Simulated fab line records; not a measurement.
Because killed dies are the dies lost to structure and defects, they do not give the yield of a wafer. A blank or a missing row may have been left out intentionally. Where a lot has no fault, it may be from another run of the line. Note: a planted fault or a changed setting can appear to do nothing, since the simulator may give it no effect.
Split-lot study + flow n5Finfet + 7 lots, 39 wafers read, on a route of 1938 steps

## THE SPLIT ITSELF
At N5_BEOL_M4_ILD_DEP_00 (deposits SiOC from DEMS/O2, target thk 79 nm, time 15.3 s), the setting targetThkA was moved away from the recipe's 790 angstrom on 12 of the 39 wafers read, by -28.0% to +37.0%. All remaining wafers had this setting at the recipe value.

There is no step in the file separating the split from the reading.

## THE READING
Values of M4_ILD_THK in nm from N5_BEOL_M4_THK_MEAS_01. Fault-free wafers of this fab line usually give 79.0 nm, standard deviation 1.1 nm.

| wafer  | tool, chamber at the split | targetThkA as run, angstrom | against the recipe | M4_ILD_THK, nm | against lot-mates on the recipe |
|--------|----------------------------|-----------------------------|--------------------|----------------|---------------------------------|
| L076.1 | pecvd-03, 0                | 790                         | recipe             | 78.7           | -                               |
| L076.2 | pecvd-03, 2                | 790                         | recipe             | 78.1           | -                               |
| L076.3 | pecvd-03, 1                | 790                         | recipe             | 79.2           | -                               |
| L076.4 | pecvd-03, 1                | 642.8                       | -18.6%             | 66.5           | -12.2                           |
| L076.5 | pecvd-03, 2                | 642.8                       | -18.6%             | 64.8           | -13.9                           |
| L076.6 | pecvd-03, 0                | 642.8                       | -18.6%             | 65.2           | -13.5                           |
| L075.1 | pecvd-01, 1                | 790                         | recipe             | 77.9           | -                               |
| L075.2 | pecvd-01, 2                | 790                         | recipe             | 79.1           | -                               |
| L075.3 | pecvd-01, 0                | 790                         | recipe             | 78.8           | -                               |
| L075.4 | pecvd-01, 2                | 790                         | recipe             | 80.0           | -                               |
| L075.5 | pecvd-01, 1                | 790                         | recipe             | 78.1           | -                               |
| L075.6 | pecvd-01, 0                | 790                         | recipe             | 80.6           | -                               |
| L077.1 | pecvd-03, 1,0              | 790                         | recipe             | 78.4           | -                               |
| L077.2 | pecvd-03, 2                | 568.9                       | -28.0%             | 55.8           | -22.8                           |
| L077.3 | pecvd-03, 1,0              | 790                         | recipe             | 78.3           | -                               |
| L077.4 | pecvd-03, 0                | 568.9                       | -28.0%             | 56.6           | -22.0                           |
| L077.5 | pecvd-03, 1                | 790                         | recipe             | 79.0           | -                               |
| L077.6 | pecvd-03, 2                | 568.9                       | -28.0%             | 57.0           | -21.6                           |
| L078.1 | pecvd-04, 1                | 790                         | recipe             | 77.3           | -                               |
| L078.2 | pecvd-04, 2                | 790                         | recipe             | 77.1           | -                               |
| L078.3 | pecvd-04, 0                | 1082                        | +37.0%             | 106.8          | +29.0                           |
| L078.4 | pecvd-04, 1                | 1082                        | +37.0%             | 108.3          | +30.5                           |
| L078.5 | pecvd-04, 2                | 1082                        | +37.0%             | 107.8          | +30.0                           |
| L078.6 | pecvd-04, 0                | 790                         | recipe             | 78.9           | -                               |
| L081.1 | pecvd-01, 0                | 790                         | recipe             | 78.1           | -                               |
| L081.2 | pecvd-01, 2,1              | 790                         | recipe             | 77.5           | -                               |
| L081.3 | pecvd-01, 2,1              | 790                         | recipe             | 77.4           | -                               |
| L081.4 | pecvd-01, 0                | 790                         | recipe             | 79.3           | -                               |
| L081.5 | pecvd-01, 2,1              | 790                         | recipe             | 79.0           | -                               |
| L081.6 | pecvd-01, 2,1              | 790                         | recipe             | 79.0           | -                               |
| L083.1 | pecvd-01, 1                | 929                         | +17.6%             | 92.6           | +14.0                           |
| L083.2 | pecvd-01, 2                | 790                         | recipe             | 77.9           | -                               |
| L083.3 | pecvd-01, 0                | 790                         | recipe             | 78.2           | -                               |
| L083.4 | pecvd-01, 1                | 790                         | recipe             | 79.6           | -                               |
| L083.5 | pecvd-01, 0,2              | 929                         | +17.6%             | 94.0           | +15.4                           |
| L083.6 | pecvd-01, 0,2              | 929                         | +17.6%             | 94.0           | +15.4                           |
| L094.2 | pecvd-01, 2,1              | 790                         | recipe             | 77.6           | -                               |
| L094.3 | pecvd-01, 2,1              | 790                         | recipe             | 77.6           | -                               |
| L094.4 | pecvd-01, 1                | 790                         | recipe             | 78.6           | -                               |
Where a row lists several chambers, the file gives one row for several wafers and doesn't say which wafer went through which chamber.

THE FIT
A straight line over all 39 wafers: M4_ILD_THK changes by +0.783 nm for each +1% of targetThkA; r = +1.00; the points scatter about the line by 0.96 nm.
The same after taking each lot's own level away (the mean of its wafers on the recipe; 39 wafers): +0.794 nm for each +1%; r = +1.00; scatter 0.87 nm.
Per that fit: largest targetThkA move, reading shift of 29 nm.
Across the lots, their own levels run from 77.77 to 79.08 nm, a range of 1.2 times the standard deviation given above.
So the lot-to-lot level changes the slope little: the two slopes agree.
Check: with one of the wafers moved furthest among these (+37.0%) left out of the fit, the line predicts +29.7 nm for it against its lot-mates. Against them it came out at +29 nm.

## OTHER SPLITS APPLIED TO THESE WAFERS
Before the reading, these wafers also passed through other splits. Each is held against what the fit with the lots' levels taken away leaves over:
| other split on the same wafers        | wafers away from the commonest value | r with M4_ILD_THK (lot level and that fit taken away) |
|---------------------------------------|--------------------------------------|-------------------------------------------------------|
| N5_DUMMY_GATE_HM_DEP_06 timeS         | 33                                   | -0.04                                                 |
| N5_SD_EPI_N_ETCH_45 targetDepthA      | 12                                   | +0.04                                                 |
| N5_BEOL_M0_SAQP_ETCH_106 targetDepthA | 12                                   | -0.05                                                 |

## THE WHOLE CHAIN: every reading that the file lists as answering this split, in the file's order
| step                   | what it does                                              | reading                                                                           | change (the file's fit)               | r (the file's) |
|------------------------|-----------------------------------------------------------|-----------------------------------------------------------------------------------|---------------------------------------|----------------|
| N5_BEOL_M4_ILD_DEP_00  | deposits SiOC from DEMS/O2, target thk 79 nm, time 15.3 s | SiOC_of_BEOL_M4_ILD_DEP_00.thkNm (the simulator's own value, which no gauge read) | +0.794 nm for each +1% of the setting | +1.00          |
| N5_BEOL_M4_THK_MEAS_01 |                                                           | M4_ILD_THK                                                                        | +0.794 for each +1% of the setting    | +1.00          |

## FILE'S OWN FIT
M4_ILD_THK changes by +0.794 nm for each +1% of targetThkA, r = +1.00.
